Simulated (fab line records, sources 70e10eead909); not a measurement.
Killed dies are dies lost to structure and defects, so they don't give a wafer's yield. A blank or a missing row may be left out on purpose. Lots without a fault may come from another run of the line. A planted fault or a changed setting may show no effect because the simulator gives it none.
fab line records | flow nand_harc
record lots=5 wafers=15 last_day=24
route steps=1159 shown A_ONON_D1@424 A_CHANNEL_HOLE_D1@450
lots that met no fault: from a run of the same line without faults
start_h: hours from the record's first day to the start of the lot's first wafer shown | wait_h: hours since the lot's step before | " the same as in the row above | L1.1+2: a row that stands for several wafers | - no value, or no start given | * or withheld: withheld | < > ~ a bound
route shown NAME@n: a module of which the file shows steps, and the number in the route of the first | usual: mean/standard deviation of fault-free wafers | same: alike in all rows | chamber/n: place in a boat | sites: the reading at each site | _std_site: their standard deviation | _edge_site: outer sites' mean less inner sites' | radius_mm: how far each site lies from the wafer's centre | mask NAME#n: copy n | behind: the tool/chamber that last shaped the wafer | hold: why the lot was held/for how many hours/how that ended | device: the transistor (n, p or np) that didn't switch | end of line: the same wafers' tests at the end of the route | a step without rows: its recipe alone | killed: dies lost to structure and defects at the first sort, not the wafer's yield | map: a wafer's dies, x killed, . not, _ none there
set.NAME: the setting as run; set.NAME@STEP: as run at that earlier step | model.NAME: the simulator's own value behind a step, which no gauge read
lots at some steps of the route; a table a step, a row a wafer
services: from which hour (start_h, from the record's first day; less than 0 if before it) a tool's chamber was out of use, for how many hours, and why
## steps
# step NHARC_A_ONON_D1_DEP_00
# recipe target_thk_a=10000 n2_flow_sccm=2750 n2o_flow_sccm=2000 nh3_flow_sccm=500 sih4_flow_sccm=210 temp_c=400
# columns lot.wafer tool chamber start_h wait_h
L074.2+4+5 pecvd_onon-03 0 143.79 0.1
L077.1+2+5 pecvd_onon-01 0 169.47 0.1
L088.1+3+6 pecvd_onon-03 0 242.42 0.4
L089.2+4+5 pecvd_onon-04 0 258.53 0.1
L094.3+5+6 pecvd_onon-03 0 274.46 0.2
# step NHARC_A_ONON_D1_THK_MEAS_02
# recipe thk_meas_gauge=ellipsometry
# usual thk_nm=999/9.4
# columns lot.wafer tool chamber start_h wait_h thk_nm
L074.2 film_metro-02 - 144.24 - 977
L074.4 " - " " 979
L074.5 " - " " 979
L077.1 film_metro-02 - 169.98 - 1004
L077.2 " - " " 1005
L077.5 " - " " 1005
L088.1 film_metro-01 - 242.93 - 1007
L088.3 " - " " 1007
L088.6 " - " " 1006
L089.2 film_metro-02 - 258.98 - 1006
L089.4 " - " " 1008
L089.5 " - " " 1008
L094.3 film_metro-02 - 274.85 - 1014
L094.5 " - " " 1012
L094.6 " - " " 1013
# step NHARC_A_ONON_D1_DEP_03
# recipe target_thk_a=10000 n2_flow_sccm=2750 n2o_flow_sccm=2000 nh3_flow_sccm=500 sih4_flow_sccm=210 temp_c=400
# columns lot.wafer tool chamber start_h wait_h
L074.2+4+5 pecvd_onon-01 0 144.36 0.1
L077.1+2+5 pecvd_onon-04 0 170.04 0.1
L088.1+3+6 pecvd_onon-01 0 242.99 0.1
L089.2+4+5 pecvd_onon-01 0 259.09 0.1
L094.3+5+6 pecvd_onon-03 0 275.03 0.2
# step NHARC_A_ONON_D1_THK_MEAS_05
# recipe thk_meas_gauge=ellipsometry
# usual thk_nm=999/9.7
# columns lot.wafer tool chamber start_h wait_h thk_nm
L074.2 film_metro-02 - 144.81 - 998
L074.4 " - " " 999
L074.5 " - " " 998
L077.1 film_metro-01 - 170.54 - 1002
L077.2 " - " " 1002
L077.5 " - " " 1002
L088.1 film_metro-01 - 243.50 - 984
L088.3 " - " " 983
L088.6 " - " " 984
L089.2 film_metro-01 - 259.57 - 998
L089.4 " - " " 1000
L089.5 " - " " 1000
L094.3 film_metro-01 - 275.43 - 991
L094.5 " - " " 988
L094.6 " - " " 992
# step NHARC_A_ONON_D1_DEP_06
# recipe target_thk_a=10000 n2_flow_sccm=2750 n2o_flow_sccm=2000 nh3_flow_sccm=500 sih4_flow_sccm=210 temp_c=400
# columns lot.wafer tool chamber start_h wait_h
L074.2+4+5 pecvd_onon-04 0 144.92 0.1
L077.1+2+5 pecvd_onon-03 0 170.60 0.1
L088.1+3+6 pecvd_onon-03 0 243.56 0.1
L089.2+4+5 pecvd_onon-04 0 259.68 0.1
L094.3+5+6 pecvd_onon-03 0 275.60 0.2
# step NHARC_A_ONON_D1_THK_MEAS_08
# recipe thk_meas_gauge=ellipsometry
# usual thk_nm=1002/8.3
# columns lot.wafer tool chamber start_h wait_h thk_nm
L074.2 film_metro-02 - 145.38 - 1018
L074.4 " - " " 1015
L074.5 " - " " 1016
L077.1 film_metro-01 - 171.11 - 993
L077.2 " - " " 993
L077.5 " - " " 993
L088.1 film_metro-02 - 244.07 - 997
L088.3 " - " " 997
L088.6 " - " " 998
L089.2 film_metro-01 - 260.14 - 1013
L089.4 " - " " 1009
L089.5 " - " " 1011
L094.3 film_metro-02 - 275.99 - 1003
L094.5 " - " " 998
L094.6 " - " " 1000
# step NHARC_A_ONON_D1_DEP_09
# recipe target_thk_a=10000 n2_flow_sccm=2750 n2o_flow_sccm=2000 nh3_flow_sccm=500 sih4_flow_sccm=210 temp_c=400
# columns lot.wafer tool chamber start_h wait_h
L074.2+4+5 pecvd_onon-01 0 145.49 0.1
L077.1+2+5 pecvd_onon-01 0 171.17 0.1
L088.1+3+6 pecvd_onon-01 0 244.13 0.1
L089.2+4+5 pecvd_onon-03 0 260.25 0.1
L094.3+5+6 pecvd_onon-03 0 276.16 0.2
# step NHARC_A_ONON_D1_THK_MEAS_11
# recipe thk_meas_gauge=ellipsometry
# usual thk_nm=1000/9.4
# columns lot.wafer tool chamber start_h wait_h thk_nm
L074.2 film_metro-01 - 145.95 - 996
L074.4 " - " " 997
L074.5 " - " " 995
L077.1 film_metro-01 - 171.68 - 995
L077.2 " - " " 996
L077.5 " - " " 997
L088.1 film_metro-02 - 244.64 - 991
L088.3 " - " " 990
L088.6 " - " " 991
L089.2 film_metro-02 - 260.71 - 1007
L089.4 " - " " 1008
L089.5 " - " " 1006
L094.3 film_metro-02 - 276.56 - 995
L094.5 " - " " 996
L094.6 " - " " 996
# step NHARC_A_ONON_D1_DEP_12
# recipe target_thk_a=10000 n2_flow_sccm=2750 n2o_flow_sccm=2000 nh3_flow_sccm=500 sih4_flow_sccm=210 temp_c=400
# columns lot.wafer tool chamber start_h wait_h
L074.2+4+5 pecvd_onon-03 0 146.06 0.1
L077.1+2+5 pecvd_onon-04 0 171.74 0.1
L088.1+3+6 pecvd_onon-03 0 244.70 0.1
L089.2+4+5 pecvd_onon-01 0 260.82 0.1
L094.3+5+6 pecvd_onon-03 0 276.73 0.2
# step NHARC_A_ONON_D1_THK_MEAS_14
# recipe thk_meas_gauge=ellipsometry
# usual thk_nm=997/7.8
# columns lot.wafer tool chamber start_h wait_h thk_nm
L074.2 film_metro-01 - 146.52 - 990
L074.4 " - " " 988
L074.5 " - " " 987
L077.1 film_metro-01 - 172.26 - 991
L077.2 " - " " 992
L077.5 " - " " 991
L088.1 film_metro-01 - 245.21 - 990
L088.3 " - " " 990
L088.6 " - " " 992
L089.2 film_metro-02 - 261.27 - 985
L089.4 " - " " 986
L089.5 " - " " 984
L094.3 film_metro-02 - 277.12 - 984
L094.5 " - " " 987
L094.6 " - " " 986
# step NHARC_A_ONON_D1_ANNEAL_15
# recipe temp_c=750 time_s=3600
# columns lot.wafer tool chamber start_h wait_h
L074.2+4+5 furnace-03 0 149.23 2.7
L077.1+2+5 furnace-01 0 173.23 1.0
L088.1+3+6 furnace-07 0 250.09 4.9
L089.2+4+5 furnace-03 0 263.95 2.7
L094.3+5+6 furnace-07 0 280.81 3.7
# step NHARC_A_ONON_D1_DEP_16
# recipe target_thk_a=10000 n2_flow_sccm=2750 n2o_flow_sccm=2000 nh3_flow_sccm=500 sih4_flow_sccm=210 temp_c=400
# columns lot.wafer tool chamber start_h wait_h
L074.2+4+5 pecvd_onon-01 0 153.22 0.1
L077.1+2+5 pecvd_onon-04 0 177.11 0.1
L088.1+3+6 pecvd_onon-01 0 253.92 0.1
L089.2+4+5 pecvd_onon-03 0 267.92 0.1
L094.3+5+6 pecvd_onon-03 0 284.85 0.2
# step NHARC_A_ONON_D1_THK_MEAS_18
# recipe thk_meas_gauge=ellipsometry
# usual thk_nm=1000/8.4
# columns lot.wafer tool chamber start_h wait_h thk_nm
L074.2 film_metro-01 - 153.67 - 989
L074.4 " - " " 990
L074.5 " - " " 991
L077.1 film_metro-01 - 177.62 - 1015
L077.2 " - " " 1017
L077.5 " - " " 1017
L088.1 film_metro-01 - 254.44 - 1006
L088.3 " - " " 1007
L088.6 " - " " 1007
L089.2 film_metro-02 - 268.37 - 1008
L089.4 " - " " 1006
L089.5 " - " " 1004
L094.3 film_metro-02 - 285.25 - 997
L094.5 " - " " 1000
L094.6 " - " " 999
# step NHARC_A_ONON_D1_DEP_19
# recipe target_thk_a=10000 n2_flow_sccm=2750 n2o_flow_sccm=2000 nh3_flow_sccm=500 sih4_flow_sccm=210 temp_c=400
# columns lot.wafer tool chamber start_h wait_h
L074.2+4+5 pecvd_onon-04 0 153.90 0.2
L077.1+2+5 pecvd_onon-04 0 177.67 0.1
L088.1+3+6 pecvd_onon-01 0 254.50 0.1
L089.2+4+5 pecvd_onon-01 0 268.60 0.2
L094.3+5+6 pecvd_onon-03 0 285.42 0.2
# step NHARC_A_ONON_D1_THK_MEAS_21
# recipe thk_meas_gauge=ellipsometry
# usual thk_nm=998/9.3
# columns lot.wafer tool chamber start_h wait_h thk_nm
L074.2 film_metro-02 - 154.35 - 996
L074.4 " - " " 996
L074.5 " - " " 995
L077.1 film_metro-02 - 178.19 - 1005
L077.2 " - " " 1005
L077.5 " - " " 1006
L088.1 film_metro-01 - 255.01 - 991
L088.3 " - " " 991
L088.6 " - " " 991
L089.2 film_metro-02 - 269.06 - 1000
L089.4 " - " " 999
L089.5 " - " " 1000
L094.3 film_metro-02 - 285.81 - 1005
L094.5 " - " " 1007
L094.6 " - " " 1006
# step NHARC_A_ONON_D1_DEP_22
# recipe target_thk_a=10000 n2_flow_sccm=2750 n2o_flow_sccm=2000 nh3_flow_sccm=500 sih4_flow_sccm=210 temp_c=400
# columns lot.wafer tool chamber start_h wait_h
L074.2+4+5 pecvd_onon-01 0 154.47 0.1
L077.1+2+5 pecvd_onon-04 0 178.24 0.1
L088.1+3+6 pecvd_onon-01 0 255.06 0.1
L089.2+4+5 pecvd_onon-03 0 269.17 0.1
L094.3+5+6 pecvd_onon-04 0 286.11 0.3
# step NHARC_A_ONON_D1_THK_MEAS_24
# recipe thk_meas_gauge=ellipsometry
# usual thk_nm=998/7.3
# columns lot.wafer tool chamber start_h wait_h thk_nm
L074.2 film_metro-01 - 154.92 - 1000
L074.4 " - " " 1001
L074.5 " - " " 1000
L077.1 film_metro-02 - 178.76 - 1006
L077.2 " - " " 1007
L077.5 " - " " 1006
L088.1 film_metro-01 - 255.57 - 1007
L088.3 " - " " 1006
L088.6 " - " " 1008
L089.2 film_metro-01 - 269.62 - 999
L089.4 " - " " 1001
L089.5 " - " " 1001
L094.3 film_metro-02 - 286.51 - 999
L094.5 " - " " 998
L094.6 " - " " 997
# step NHARC_A_ONON_D1_DEP_25
# recipe target_thk_a=10000 n2_flow_sccm=2750 n2o_flow_sccm=2000 nh3_flow_sccm=500 sih4_flow_sccm=210 temp_c=400
# columns lot.wafer tool chamber start_h wait_h
L074.2+4+5 pecvd_onon-04 0 155.05 0.1
L077.1+2+5 pecvd_onon-03 0 178.81 0.1
L088.1+3+6 pecvd_onon-01 0 255.63 0.1
L089.2+4+5 pecvd_onon-04 0 269.74 0.1
L094.3+5+6 pecvd_onon-01 0 286.68 0.2
# step NHARC_A_ONON_D1_THK_MEAS_27
# recipe thk_meas_gauge=ellipsometry
# usual thk_nm=999/7.2
# columns lot.wafer tool chamber start_h wait_h thk_nm
L074.2 film_metro-02 - 155.49 - 1014
L074.4 " - " " 1011
L074.5 " - " " 1013
L077.1 film_metro-01 - 179.32 - 1007
L077.2 " - " " 1007
L077.5 " - " " 1005
L088.1 film_metro-02 - 256.14 - 988
L088.3 " - " " 990
L088.6 " - " " 987
L089.2 film_metro-02 - 270.19 - 1012
L089.4 " - " " 1013
L089.5 " - " " 1013
L094.3 film_metro-02 - 287.08 - 995
L094.5 " - " " 995
L094.6 " - " " 996
# step NHARC_A_ONON_D1_DEP_28
# recipe target_thk_a=10000 n2_flow_sccm=2750 n2o_flow_sccm=2000 nh3_flow_sccm=500 sih4_flow_sccm=210 temp_c=400
# columns lot.wafer tool chamber start_h wait_h
L074.2+4+5 pecvd_onon-01 0 155.62 0.1
L077.1+2+5 pecvd_onon-03 0 179.38 0.1
L088.1+3+6 pecvd_onon-01 0 256.19 0.1
L089.2+4+5 pecvd_onon-01 0 270.31 0.1
L094.3+5+6 pecvd_onon-03 0 287.25 0.2
# step NHARC_A_ONON_D1_THK_MEAS_30
# recipe thk_meas_gauge=ellipsometry
# usual thk_nm=1003/10
# columns lot.wafer tool chamber start_h wait_h thk_nm
L074.2 film_metro-01 - 156.08 - 1001
L074.4 " - " " 1004
L074.5 " - " " 1004
L077.1 film_metro-02 - 179.91 - 1017
L077.2 " - " " 1016
L077.5 " - " " 1015
L088.1 film_metro-01 - 256.70 - 1007
L088.3 " - " " 1007
L088.6 " - " " 1008
L089.2 film_metro-02 - 270.76 - 1005
L089.4 " - " " 1007
L089.5 " - " " 1006
L094.3 film_metro-02 - 287.65 - 979
L094.5 " - " " 979
L094.6 " - " " 980
# step NHARC_A_ONON_D1_DEP_33
# recipe target_thk_a=2000 temp_c=400 pressure_torr=6.5 rf_w=900 teos_flow_sccm=161.4 flow_sccm=2650 target_thk_nm=200 gas=O2 material=SiO2
# usual chamber_pressure_Torr=6.499/0.015 heater_power_w=597/73 throttle_valve_pct=15.9/0.61
# columns lot.wafer tool chamber start_h wait_h chamber_pressure_Torr heater_power_w throttle_valve_pct
L074.2 pecvd-04 1 156.23 0.1 6.499 735 15.9
L074.4 " 2 " " 6.485 492 15.9
L074.5 " 0 " " 6.511 502 14.5
L077.1 pecvd-01 0 180.02 0.1 6.513 647 16.2
L077.2 " 1 " " 6.518 547 15.8
L077.5 " 2 " " 6.497 611 16.6
L088.1 pecvd-01 2 256.80 0.1 6.518 655 16.2
L088.3 " 0 " " 6.509 707 16.1
L088.6 " 1 " " 6.489 567 15.2
L089.2 pecvd-04 0 270.90 0.1 6.507 657 14.7
L089.5 " 0 " " 6.505 664 14.7
L089.4 " 2 " " 6.494 549 16.0
L094.3 pecvd-04 1 287.70 0.1 6.525 581 15.8
L094.6 " 1 " " 6.520 602 15.6
L094.5 " 2 " " 6.500 539 15.9
# step NHARC_A_ONON_D1_THK_MEAS_34
# recipe thk_meas_gauge=ellipsometry
# usual thk_nm=199.1/2.8
# columns lot.wafer tool chamber start_h wait_h thk_nm
L074.2 film_metro-02 - 156.55 - 199.8
L074.4 " - " " 199.1
L074.5 " - " " 197.4
L077.1 film_metro-02 - 180.39 - 192.5
L077.2 " - " " 195.6
L077.5 " - " " 197.1
L088.1 film_metro-01 - 257.17 - 196.5
L088.3 " - " " 194.4
L088.6 " - " " 197.5
L089.2 film_metro-01 - 271.31 - 192.6
L089.4 " - " " 200.4
L089.5 " - " " 194.9
L094.3 film_metro-02 - 288.12 - 199.6
L094.5 " - " " 201.3
L094.6 " - " " 200.6
# step NHARC_A_ONON_D1_INSPECT_32
# usual raw_defect_count=76/24
# columns lot.wafer tool chamber start_h wait_h raw_defect_count
L074.2 defect_inspect-02 - 156.61 0.0 76
L074.4 " - " " 77
L074.5 " - " " 108
L077.1 defect_inspect-01 - 180.45 0.0 45
L077.2 " - " " 67
L077.5 " - " " 50
L088.1 defect_inspect-02 - 257.26 0.0 45
L088.3 " - " " 57
L088.6 " - " " 67
L089.2 defect_inspect-02 - 271.38 0.0 82
L089.4 " - " " 92
L089.5 " - " " 59
L094.3 defect_inspect-01 - 288.20 0.0 78
L094.5 " - " " 82
L094.6 " - " " 62
# step NHARC_A_CHANNEL_HOLE_D1_DEP_00
# recipe target_thk_a=31000 temp_c=400 material=aC
# usual throttle_valve_pct=34.999/0.0085
# columns lot.wafer tool chamber start_h wait_h throttle_valve_pct
L074.2 acl_dep-01 0 157.56 0.9 35.008
L074.4 " 0 " " 34.988
L074.5 " 0 " " 35.003
L077.1 acl_dep-02 0 183.72 3.3 35.002
L077.2 " 0 " " 34.998
L077.5 " 0 " " 34.994
L088.1 acl_dep-03 0 257.32 0.1 34.984
L088.3 " 0 " " 34.996
L088.6 " 0 " " 34.997
L089.2 acl_dep-02 0 272.79 1.4 34.998
L089.4 " 0 " " 34.999
L089.5 " 0 " " 35.015
L094.3 acl_dep-01 0 293.70 5.5 34.995
L094.5 " 0 " " 35.007
L094.6 " 0 " " 34.997
# step NHARC_A_CHANNEL_HOLE_D1_DEP_01
# recipe target_thk_a=1400 target_thk_nm=140 temp_c=400 pressure_torr=3.5 flow_sccm=200 rf_w=350 material=SiON
# usual chamber_pressure_Torr=3.500/0.0077 heater_power_w=794/66
# columns lot.wafer tool chamber start_h wait_h chamber_pressure_Torr heater_power_w
L074.2 pecvd-03 1 159.21 1.3 3.491 697
L074.5 " 0 " " 3.520 773
L074.4 " 1 " " 3.492 711
L077.2 pecvd-01 0 185.61 1.3 3.491 919
L077.1 " 1 " " 3.503 681
L077.5 " 0 " " 3.497 953
L088.3 pecvd-01 2 259.23 1.0 3.489 835
L088.1 " 1 " " 3.486 724
L088.6 " 2 " " 3.501 825
L089.2 pecvd-01 0 274.43 1.3 3.500 806
L089.5 " 1 " " 3.500 795
L089.4 " 2 " " 3.496 761
L094.3 pecvd-01 2 295.00 1.0 3.501 780
L094.6 " 2 " " 3.495 790
L094.5 " 1 " " 3.492 748
# step NHARC_A_CHANNEL_HOLE_D1_DEHYDRATE_02
# recipe temp_c=150 time_s=120
# columns lot.wafer tool chamber start_h wait_h
L074.2+4+5 litho_track-06 0 159.42 0.2
L077.1+2+5 litho_track-04 0 185.91 0.2
L088.1+3+6 litho_track-06 0 259.50 0.2
L089.2+4+5 litho_track-04 0 274.65 0.2
L094.3+5+6 litho_track-01 0 295.27 0.2
# step NHARC_A_CHANNEL_HOLE_D1_HMDS_03
# recipe time_s=30
# columns lot.wafer tool chamber start_h wait_h
L074.2+4+5 litho_track-06 0 - -
L077.1+2+5 litho_track-04 0 - -
L088.1+3+6 litho_track-06 0 - -
L089.2+4+5 litho_track-04 0 - -
L094.3+5+6 litho_track-01 0 - -
# step NHARC_A_CHANNEL_HOLE_D1_COAT_36
# recipe temp_c=260 time_s=75
# columns lot.wafer tool chamber start_h wait_h
L074.2+4+5 litho_track-06 0 - -
L077.1+2+5 litho_track-04 0 - -
L088.1+3+6 litho_track-06 0 - -
L089.2+4+5 litho_track-04 0 - -
L094.3+5+6 litho_track-01 0 - -
# step NHARC_A_CHANNEL_HOLE_D1_COAT_37
# recipe temp_c=225 time_s=65
# columns lot.wafer tool chamber start_h wait_h
L074.2+4+5 litho_track-06 0 - -
L077.1+2+5 litho_track-04 0 - -
L088.1+3+6 litho_track-06 0 - -
L089.2+4+5 litho_track-04 0 - -
L094.3+5+6 litho_track-01 0 - -
# step NHARC_A_CHANNEL_HOLE_D1_COAT_04
# recipe spin_rpm=1500 resist_thk_nm=90
# columns lot.wafer tool chamber start_h wait_h
L074.2+4+5 litho_track-06 0 - -
L077.1+2+5 litho_track-04 0 - -
L088.1+3+6 litho_track-06 0 - -
L089.2+4+5 litho_track-04 0 - -
L094.3+5+6 litho_track-01 0 - -
# step NHARC_A_CHANNEL_HOLE_D1_SOFTBAKE_05
# recipe temp_c=105 time_s=55
# columns lot.wafer tool chamber start_h wait_h
L074.2+4+5 litho_track-06 0 - -
L077.1+2+5 litho_track-04 0 - -
L088.1+3+6 litho_track-06 0 - -
L089.2+4+5 litho_track-04 0 - -
L094.3+5+6 litho_track-01 0 - -
# step NHARC_A_CHANNEL_HOLE_D1_EBR_06
# columns lot.wafer tool chamber start_h wait_h
L074.2+4+5 litho_track-06 0 - -
L077.1+2+5 litho_track-04 0 - -
L088.1+3+6 litho_track-06 0 - -
L089.2+4+5 litho_track-04 0 - -
L094.3+5+6 litho_track-01 0 - -
# step NHARC_A_CHANNEL_HOLE_D1_EXPOSE_07
# recipe na=1.35 target_cd_nm=100 sigma_outer=0.3 dose_mj=59.65 mask_id=HOLE_D1
# columns lot.wafer tool chamber start_h wait_h mask
L074.2+4+5 arfi_scanner-01 0 159.86 - HOLE_D1#0
L077.1+2+5 arfi_scanner-02 0 186.22 - HOLE_D1#0
L088.1+3+6 arfi_scanner-01 0 259.80 - HOLE_D1#0
L089.2+4+5 arfi_scanner-03 0 274.96 - HOLE_D1#0
L094.3+5+6 arfi_scanner-02 0 295.59 - HOLE_D1#0
# step NHARC_A_CHANNEL_HOLE_D1_PEB_08
# recipe peb_temp_c=100 peb_time_s=65
# columns lot.wafer tool chamber start_h wait_h
L074.2+4+5 litho_track-01 0 159.92 0.1
L077.1+2+5 litho_track-01 0 186.28 0.1
L088.1+3+6 litho_track-01 0 259.86 0.1
L089.2+4+5 litho_track-06 0 275.02 0.1
L094.3+5+6 litho_track-01 0 295.64 0.0
# step NHARC_A_CHANNEL_HOLE_D1_DEVELOP_09
# recipe develop_time_s=35 dev_temp_c=23
# columns lot.wafer tool chamber start_h wait_h
L074.2+4+5 litho_track-01 0 - -
L077.1+2+5 litho_track-01 0 - -
L088.1+3+6 litho_track-01 0 - -
L089.2+4+5 litho_track-06 0 - -
L094.3+5+6 litho_track-01 0 - -
# step NHARC_A_CHANNEL_HOLE_D1_CD_MEAS_10
# recipe target_cd_nm=100 landing_energy_ev=500
# usual cd_nm=100.4/0.6
# columns lot.wafer tool chamber start_h wait_h cd_nm
L074.2 cd_sem-01 0 160.00 - 100.3
L074.4 " 0 " " 100.9
L074.5 " 0 " " 101.5
L077.1 cd_sem-01 0 186.36 - 100.8
L077.2 " 0 " " 100.7
L077.5 " 0 " " 100.5
L088.1 cd_sem-01 0 259.94 - 100.2
L088.3 " 0 " " 99.8
L088.6 " 0 " " 100.1
L089.2 cd_sem-01 0 275.10 - 100.1
L089.4 " 0 " " 100.0
L089.5 " 0 " " 100.2
L094.3 cd_sem-03 0 295.73 - 100.0
L094.5 " 0 " " 100.2
L094.6 " 0 " " 100.2
# step NHARC_A_CHANNEL_HOLE_D1_OVL_MEAS_11
# usual overlay_x_nm=-0.1/0.87 overlay_y_nm=0.2/0.74
# columns lot.wafer tool chamber start_h wait_h overlay_x_nm overlay_y_nm
L074.2 overlay-02 - 160.08 - 0.4 -0.1
L074.4 " - " " 0.1 -0.2
L074.5 " - " " 0.2 -0.1
L077.1 overlay-02 - 186.45 - 0.6 -0.1
L077.2 " - " " 0.5 0.7
L077.5 " - " " 0.6 0.1
L088.1 overlay-01 - 260.03 - -1.4 -1.4
L088.3 " - " " -1.7 -0.7
L088.6 " - " " -1.0 -1.2
L089.2 overlay-02 - 275.19 - -0.7 0.2
L089.4 " - " " -0.6 0.1
L089.5 " - " " 0.0 0.4
L094.3 overlay-01 - 295.81 - 0.7 0.0
L094.5 " - " " 0.7 -0.6
L094.6 " - " " 0.4 -0.7
# step NHARC_A_CHANNEL_HOLE_D1_INSPECT_12
# usual raw_defect_count=5.8/2.4
# columns lot.wafer tool chamber start_h wait_h raw_defect_count
L074.2 defect_inspect-01 - 160.12 0.0 7
L074.4 " - " " 5
L074.5 " - " " 8
L077.1 defect_inspect-02 - 186.49 0.0 2
L077.2 " - " " 5
L077.5 " - " " 4
L088.1 defect_inspect-01 - 260.07 0.0 2
L088.3 " - " " 6
L088.6 " - " " 5
L089.2 defect_inspect-02 - 275.22 0.0 6
L089.4 " - " " 6
L089.5 " - " " 5
L094.3 defect_inspect-02 - 295.85 0.0 3
L094.5 " - " " 4
L094.6 " - " " 7
# step NHARC_A_CHANNEL_HOLE_D1_DESCUM_15
# recipe time_s=3 o2_flow_sccm=200 ar_flow_sccm=0 bias_power_w=0 chemistry=O2
# usual drypump_motor_current_A=5.8/0.46 o2_flow_sccm=200.0/0.61 oes_product_au=1.001/0.015 rf_vpp_V=57.6/0.86 showerhead_plenum_p_Torr=1.90/0.072 throttle_valve_pct=11.312/0.0095
# columns lot.wafer tool chamber start_h wait_h drypump_motor_current_A o2_flow_sccm oes_product_au rf_hours_counter_h rf_vpp_V showerhead_plenum_p_Torr throttle_valve_pct
L074.4 rie_diel-05 3 160.18 0.1 5.2 199.9 1.009 13 56.0 1.81 11.321
L074.2 " 0 " " 6.4 199.4 1.001 12 59.4 1.89 11.318
L074.5 " 0 " " 6.4 200.2 1.005 - 57.6 1.89 11.302
L077.1 rie_diel-11 2 186.56 0.1 6.5 199.1 0.987 10 59.6 1.88 11.320
L077.2 " 3 " " 5.7 200.2 1.008 10 57.2 1.89 11.298
L077.5 " 1 " " 5.4 199.4 1.004 - 57.6 1.82 11.311
L088.1 rie_diel-11 3 260.13 0.1 5.8 199.4 1.015 3 57.8 1.89 11.303
L088.3 " 2 " " 6.5 199.7 0.964 4 57.9 1.88 11.324
L088.6 " 0 " " 5.5 200.5 0.991 - 57.2 1.89 11.307
L089.2 rie_diel-04 1 275.30 0.1 5.7 200.2 1.013 14 57.9 2.05 11.306
L089.4 " 3 " " 5.3 199.3 1.015 11 57.2 2.02 11.307
L089.5 " 0 " " 6.1 199.7 0.992 - 57.7 1.97 11.307
L094.3 rie_diel-05 3 295.92 0.1 5.2 200.1 1.014 8 57.0 1.80 11.314
L094.5 " 2 " " 5.5 200.0 1.016 - 58.6 1.91 11.307
L094.6 " 3 " " 5.2 199.1 1.029 - 57.0 1.80 11.311
# step NHARC_A_CHANNEL_HOLE_D1_ETCH_38
# recipe target_depth_a=390 over_etch_frac=0.3 time_s=65 ion_energy_ev=80 cf4_flow_sccm=150 ar_flow_sccm=0 rf_w=300 bias_w=100 chemistry=CF4
# usual drypump_motor_current_A=5.8/0.46 oes_product_au=1.001/0.016 rf_vpp_V=151.2/1.2 showerhead_plenum_p_Torr=1.76/0.062 throttle_valve_pct=13.284/0.0099
# columns lot.wafer tool chamber start_h wait_h drypump_motor_current_A oes_product_au rf_hours_counter_h rf_vpp_V showerhead_plenum_p_Torr throttle_valve_pct
L074.2 rie_diel-05 3 160.27 0.1 5.2 0.996 13 149.7 1.68 13.283
L074.4 " 0 " " 6.3 1.004 12 151.4 1.75 13.278
L074.5 " 0 " " 6.4 0.996 - 149.9 1.75 13.291
L077.2 rie_diel-11 3 186.65 0.1 5.7 1.005 10 149.9 1.75 13.273
L077.1 " 0 " " 5.5 1.013 10 150.2 1.75 13.276
L077.5 " 1 " " 5.4 1.017 - 149.7 1.69 13.283
L088.3 rie_diel-11 2 260.21 0.1 6.5 0.969 4 150.5 1.74 13.294
L088.1 " 0 " " 5.5 1.006 3 150.8 1.75 13.281
L088.6 " 3 " " 5.8 1.024 - 150.1 1.75 13.275
L089.2 rie_diel-04 1 275.37 0.1 5.7 1.005 14 154.2 1.88 13.287
L089.4 " 2 " " 6.0 0.991 15 150.1 1.70 13.291
L089.5 " 2 " " 6.0 1.009 - 150.2 1.70 13.288
L094.3 rie_diel-05 0 296.01 0.1 6.3 0.995 8 150.9 1.75 13.288
L094.6 " 2 " " 5.5 1.020 - 151.4 1.76 13.276
L094.5 " 3 " " 5.2 1.028 - 148.9 1.67 13.262
# step NHARC_A_CHANNEL_HOLE_D1_ETCH_39
# recipe target_depth_a=2600 over_etch_frac=0.3 time_s=325 ion_energy_ev=200 n2_flow_sccm=150 h2_flow_sccm=150 ar_flow_sccm=0 rf_w=400 bias_w=150 chemistry=N2/H2
# usual drypump_motor_current_A=5.8/0.46 oes_product_au=0.999/0.016 rf_vpp_V=430.3/2.3 showerhead_plenum_p_Torr=2.03/0.078 throttle_valve_pct=14.172/0.0095
# columns lot.wafer tool chamber start_h wait_h drypump_motor_current_A oes_product_au rf_hours_counter_h rf_vpp_V showerhead_plenum_p_Torr throttle_valve_pct
L074.4 rie_diel-05 2 - - 5.5 1.003 12 429.8 2.04 14.170
L074.2 " 3 " " 5.2 0.995 13 427.5 1.92 14.181
L074.5 " 2 " " 5.5 1.003 - 430.1 2.04 14.172
L077.2 rie_diel-11 2 - - 6.5 0.980 10 429.1 2.01 14.170
L077.1 " 3 " " 5.8 1.023 10 429.9 2.02 14.159
L077.5 " 2 " " 6.5 0.987 - 430.8 2.01 14.175
L088.1 rie_diel-11 2 - - 6.5 0.965 4 430.1 2.01 14.171
L088.3 " 3 " " 5.7 1.012 4 428.4 2.02 14.163
L088.6 " 3 " " 5.7 1.017 - 429.4 2.02 14.179
L089.4 rie_diel-04 2 - - 6.0 0.999 15 427.4 1.95 14.183
L089.2 " 3 " " 5.3 1.015 11 434.4 2.16 14.169
L089.5 " 2 " " 6.0 1.000 - 428.5 1.95 14.154
L094.3 rie_diel-05 2 - - 5.5 1.016 8 432.3 2.03 14.158
L094.6 " 3 " " 5.2 1.016 - 427.4 1.92 14.157
L094.5 " 0 " " 6.3 0.998 - 431.8 2.02 14.181
## services
# columns tool chamber start_h hours kind
arfi_scanner-01 - 126.03 0.7 repair
pecvd-01 - 139.58 1.0 repair
litho_track-04 - 141.00 7.0 pm
pecvd-04 - 146.80 1.5 repair
pecvd_onon-03 - 153.00 13.0 pm
rie_diel-04 3 154.52 27.0 repair
pecvd_onon-04 - 157.34 0.1 repair
rie_diel-05 - 163.62 9.0 pm
acl_dep-02 - 170.72 13.0 pm
rie_diel-11 - 189.50 9.0 pm
pecvd-04 - 195.16 13.0 pm
pecvd_onon-01 - 195.49 13.0 pm
arfi_scanner-01 - 196.00 4.0 pm
rie_diel-04 0 230.43 2.9 repair
pecvd-01 - 237.13 13.0 pm
pecvd_onon-04 - 237.16 13.0 pm
arfi_scanner-02 - 256.00 4.0 pm
rie_diel-11 3 261.11 2.5 repair
rie_diel-05 1 261.67 4.1 repair
litho_track-01 - 268.00 7.0 pm
rie_diel-05 1 269.06 1.2 repair
rie_diel-04 - 288.90 9.0 pm
rie_diel-05 1 288.94 6.1 repair
litho_track-06 - 292.00 7.0 pm
## key
fault none
